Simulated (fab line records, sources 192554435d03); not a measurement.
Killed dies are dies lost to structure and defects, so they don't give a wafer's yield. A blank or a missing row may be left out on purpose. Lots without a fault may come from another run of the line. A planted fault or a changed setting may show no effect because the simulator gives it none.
Chamber matching | flow n5_finfet | N5_BEOL_M13_ETCH_59 on rie_diel-05: 4 sister chambers
The step etches BARC in N2/H2, target depth 89 nm, overetch 26.7 nm, time 67.9 s. 8 wafers are shown with their chamber, then 8 later ones without.

WAFERS WITH THEIR CHAMBER
wafer  | chamber | showerhead_plenum_p_Torr (Torr) | drypump_motor_current_A (A)
L076.1 | 0       | 2.45                            | 5.1
L082.1 | 0       | 2.45                            | 5.2
L082.5 | 2       | 2.56                            | 5.8
L083.6 | 2       | 2.56                            | 5.8
L088.1 | 3       | 2.61                            | 5.7
L088.3 | 1       | 2.54                            | 5.8
L088.5 | 1       | 2.54                            | 5.8
L089.1 | 3       | 2.60                            | 5.7

WAFERS WITHOUT THEIR CHAMBER
wafer  | showerhead_plenum_p_Torr (Torr) | drypump_motor_current_A (A)
L089.2 | 2.55                            | 5.9
L089.6 | 2.44                            | 5.2
L095.3 | 2.54                            | 5.8
L095.4 | 2.55                            | 5.8
L095.6 | 2.55                            | 5.8
L097.4 | 2.53                            | 5.8
L097.5 | 2.60                            | 5.7
L097.6 | 2.55                            | 5.8

WHICH CHAMBER EACH WENT THROUGH
wafer  | from the rows above     | in truth
L089.2 | can't be placed: 1 or 2 | 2
L089.6 | 0                       | 0
L095.3 | 1                       | 1
L095.4 | can't be placed: 1 or 2 | 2
L095.6 | can't be placed: 1 or 2 | 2
L097.4 | 1                       | 1
L097.5 | 3                       | 3
L097.6 | can't be placed: 1 or 2 | 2
Placed correctly: 4 of 8. Can't be placed from these rows: 4 (the true chamber is among the candidates in 4). Placed wrongly: 0.
How it was worked out, from the rows above alone: a wafer's distance from a chamber is the root of the sum, over the readings, of the square of ((its reading less the chamber's mean) divided by the reading's scatter). The wafer belongs to the nearest chamber; if the next one is less than 2 further off, it can't be placed. A chamber's mean is the mean of its shown wafers. The scatter: the root of (the sum of the squares of (reading less its chamber's mean) over the shown wafers, divided by (wafers less chambers)).
